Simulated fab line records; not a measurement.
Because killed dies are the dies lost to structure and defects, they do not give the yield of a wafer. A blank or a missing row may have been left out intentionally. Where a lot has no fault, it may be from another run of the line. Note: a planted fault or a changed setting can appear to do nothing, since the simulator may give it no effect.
A struck lot beside a sound one / flow nandHarc / 15 steps out of a route of 1159
Sound: wafers L191.2, L191.3, L191.6. Struck: wafer L175.5 (left out: L175.6, a lot-mate that was not struck); the cause follows at the end.
At each step with rows: each side's tool, then ch and its chambers, then its first start. Under that, the readings that differ: sound wafers / struck wafers / difference of the means / sigmas: that difference in standard deviations of wafers without a fault.
alike: readings whose means differ by less than 2 such deviations, and words and numbers that are the same on both sides. not compared: withheld readings, readings that some wafer has no value for, bounds like >300 that may hide the same value, and numbers for which the record gives no deviation and whose values overlap.
The two part at a step that has a row with sigmas, a row that says differs or no value, or rows on one side only. Numbers that don't overlap but have no deviation are shown without sigmas and don't part them. A reading missing from all wafers of one side parts the sides only when that side holds two or more wafers.

NHARC_A_CONTACT_DESCUM_13: chemistry O2, time 3 s.
  sound on rieDiel-13 ch 0,1,3, day 22 12:46; struck on rieDiel-08 ch 0, day 18 17:01
  alike: drypumpMotorCurrentA, oesProductAu, rfVppV, showerheadPlenumPTorr, throttleValvePct
  not compared: rfHoursCounterH
then, 1 step without rows for these wafers: NHARC_A_CONTACT_ETCH_88 (etches the open film in CF4, target depth 39 nm, time 65 s).
NHARC_A_CONTACT_ETCH_89: etches the open film in N2/H2, target depth 260 nm, time 475.3 s.
  sound on rieDiel-13 ch 0,2; struck on rieDiel-08 ch 1
  alike: drypumpMotorCurrentA, oesProductAu, rfVppV, runLengthS, showerheadPlenumPTorr, throttleValvePct
  not compared: rfHoursCounterH
NHARC_A_CONTACT_ETCH_30: etches the open film in CF4/CHF3, target depth 60.5 nm, time 30.2 s.
  sound on rieDiel-13 ch 0,1,2; struck on rieDiel-08 ch 3
reading=rfVppV (V); sound=368.5 369.6 373.6; struck=375.5; difference=+4.9; sigmas=+2
  alike: drypumpMotorCurrentA, oesProductAu, runLengthS, showerheadPlenumPTorr, throttleValvePct
  not compared: rfHoursCounterH
then, 1 step without rows for these wafers: NHARC_A_CONTACT_ETCH_31 (etches the open film in O2/COS, target depth 2000 nm, time 520 s).
NHARC_A_CONTACT_ETCH_134: etches the open film in C4F8/O2/Ar, time 140 s, target depth 700 nm.
  sound on harCapEtch-03 ch 0,1, day 22 13:47; struck on harCapEtch-03 ch 0, day 18 18:16
  alike: runLengthS
  not compared: rfHoursCounterH
then, 3 steps without rows for these wafers: NHARC_A_CONTACT_ETCH_135 (etches the open film in C4F8/O2/Ar, time 132 s, target depth 1287 nm); NHARC_A_CONTACT_ETCH_136 (etches the open film in C4F8/O2/Ar, time 132 s, target depth 1287 nm); NHARC_A_CONTACT_ETCH_137 (etches the open film in C4F8/O2/Ar, time 132 s, target depth 1287 nm).
NHARC_A_CONTACT_ETCH_138: etches the open film in C4F8/O2/Ar, time 132 s, target depth 1289 nm.
  sound on harCapEtch-03 ch 0,1, day 22 14:20; struck on harCapEtch-03 ch 0, day 18 18:47
  not compared: rfHoursCounterH, runLengthS
then, 2 steps without rows for these wafers: NHARC_A_CONTACT_ETCH_139 (etches the open film in C4F8/O2/Ar, time 137 s, target depth 590 nm); NHARC_A_CONTACT_ETCH_92 (etches the open film in CH3F/O2, target depth 40 nm, time 85.7 s).
NHARC_A_CONTACT_ETCH_98: etches the open film in C4F6/O2, target depth 20 nm, time 10 s.
  sound on rieDiel-08 ch 0,2, day 22 15:01; struck on rieDiel-08 ch 1, day 18 19:22
reading=c4f6FlowSccm (sccm); sound=25.20 24.96 24.96; struck=24.85; difference=-0.19; sigmas=-3
reading=oesProductAu (a.u.); sound=1.000 1.014 1.005; struck=0.943; difference=-0.063; sigmas=-2
reading=runLengthS (s); sound=30.9 30.5 30.7; struck=27.7; difference=-3.0; sigmas=-9
  alike: drypumpMotorCurrentA, rfVppV, showerheadPlenumPTorr, throttleValvePct
  not compared: rfHoursCounterH
NHARC_A_CONTACT_CD_MEAS_15:
  struck on cdSem-03, day 18 19:27; sound on cdSem-02, day 22 15:05
  alike: cdNm
-- break in the record here, with 2 days between the starts of the struck wafers on either side (left off in module A_CONTACT, picked up again in module END, where the first step shown is number 1159 on the route) --
NHARC_END_SORT_01:
  only the struck wafers appear in the record here, on prober-01 ch 0 at day 21 02:08; the sound ones have no rows

WHERE THEY PART
First at NHARC_A_CONTACT_ETCH_30; last, within this record, at NHARC_END_SORT_01.

WHY: the cause the simulator had injected
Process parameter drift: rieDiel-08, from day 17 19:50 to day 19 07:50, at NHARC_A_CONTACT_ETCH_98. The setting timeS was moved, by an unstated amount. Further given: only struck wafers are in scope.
